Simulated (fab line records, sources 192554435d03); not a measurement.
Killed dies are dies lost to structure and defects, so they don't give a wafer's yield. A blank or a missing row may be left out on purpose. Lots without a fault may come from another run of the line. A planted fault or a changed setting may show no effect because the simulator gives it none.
Split-lot experiment | flow n5_finfet | 7 lots, 21 wafers read, on a route of 1938 steps

THE SPLIT
At N5_PASSIVATION_ETCH_54 (etches SiO2 in CHF3/O2, target depth 880 nm, time 440 s), the setting time_s was moved away from the recipe's 440 s on 4 of the 21 wafers read, by -10.0% to +14.7%. The other wafers ran this setting at the recipe's value.

The reading is taken at the split's own step.

THE READING
PASSIVATION.feature_depth_nm (the simulator's own value, which no gauge read), in nm, at N5_PASSIVATION_ETCH_54 (etches SiO2 in CHF3/O2, target depth 880 nm, time 440 s). The file gives no usual value for it. The 17 wafers here that ran the recipe average 880.8 nm, standard deviation 11 nm.

wafer  | tool, chamber at the split | time_s as run, s | against the recipe | PASSIVATION.feature_depth_nm, nm | against lot-mates on the recipe
L079.1 | rie_diel-06, 1             | 440              | recipe             | 868.4                            | -
L079.4 | rie_diel-06, 3             | 440              | recipe             | 881                              | -
L079.6 | rie_diel-06, 2             | 440              | recipe             | 886.6                            | -
L084.2 | rie_diel-06, 3             | 497.5            | +13.1%             | 1006                             | +131.3
L084.3 | rie_diel-06, 1             | 440              | recipe             | 872.4                            | -
L084.4 | rie_diel-06, 2             | 440              | recipe             | 877                              | -
L088.2 | rie_diel-01, 3             | 440              | recipe             | 884.6                            | -
L088.4 | rie_diel-01, 2             | 440              | recipe             | 857.8                            | -
L088.6 | rie_diel-01, 1             | 440              | recipe             | 894.6                            | -
L086.1 | rie_diel-04, 1             | 402.3            | -8.6%              | 812.8                            | -82.8
L086.3 | rie_diel-04, 2             | 440              | recipe             | 901.6                            | -
L086.4 | rie_diel-04, 3             | 440              | recipe             | 889.6                            | -
L095.1 | rie_diel-04, 2             | 504.8            | +14.7%             | 1037                             | +148.1
L095.3 | rie_diel-04, 3             | 440              | recipe             | 885.2                            | -
L095.6 | rie_diel-04, 0             | 440              | recipe             | 892.6                            | -
L096.3 | rie_diel-06, 3             | 440              | recipe             | 884.8                            | -
L096.5 | rie_diel-06, 3             | 440              | recipe             | 877                              | -
L096.6 | rie_diel-06, 1             | 396.1            | -10.0%             | 785.2                            | -95.7
L097.2 | rie_diel-06, 0             | 440              | recipe             | 875                              | -
L097.5 | rie_diel-06, 2             | 440              | recipe             | 875.4                            | -
L097.6 | rie_diel-06, 1             | 440              | recipe             | 869.4                            | -

THE FIT
A straight line over all 21 wafers: PASSIVATION.feature_depth_nm changes by +9.74 nm for each +1% of time_s; r = +0.98; the points scatter about the line by 11 nm.
The same after taking each lot's own level away (the mean of its wafers on the recipe; 21 wafers): +9.91 nm for each +1%; r = +0.99; scatter 7.5 nm.
On that fit, the largest move of time_s shifts the reading by 1.5e+02 nm.
The lots' own levels span 873.27 to 895.60 nm, that is 2.1 times the standard deviation above.
So the lot-to-lot level changes the slope little: the two slopes agree.
Check: with one of the wafers moved furthest among these (+14.7%) left out of the fit, the line predicts +145 nm for it against its lot-mates. It came out at +148 nm against them.

OTHER SPLITS ON THESE WAFERS
These wafers also went through other splits before the reading. Each is held against what the fit with the lots' levels taken away leaves over:
other split on the same wafers   | wafers away from the commonest value | r with PASSIVATION.feature_depth_nm (lot level and that fit taken away)
N5_PASSIVATION_EXPOSE_07 dose_mj | 11                                   | +0.27

THE WHOLE CHAIN: every reading that the file lists as answering this split, in the file's order
step                   | what it does                                            | reading                                                                       | change (the file's fit)              | r (the file's)
N5_PASSIVATION_ETCH_54 | etches SiO2 in CHF3/O2, target depth 880 nm, time 440 s | etch.depth_nm (the simulator's own value, which no gauge read)                | +9.93 nm for each +1% of the setting | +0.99
N5_PASSIVATION_ETCH_54 | etches SiO2 in CHF3/O2, target depth 880 nm, time 440 s | PASSIVATION.feature_depth_nm (the simulator's own value, which no gauge read) | +9.93 nm for each +1% of the setting | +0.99

THE FILE'S OWN FIT
PASSIVATION.feature_depth_nm changes by +9.93 nm for each +1% of time_s, r = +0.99.
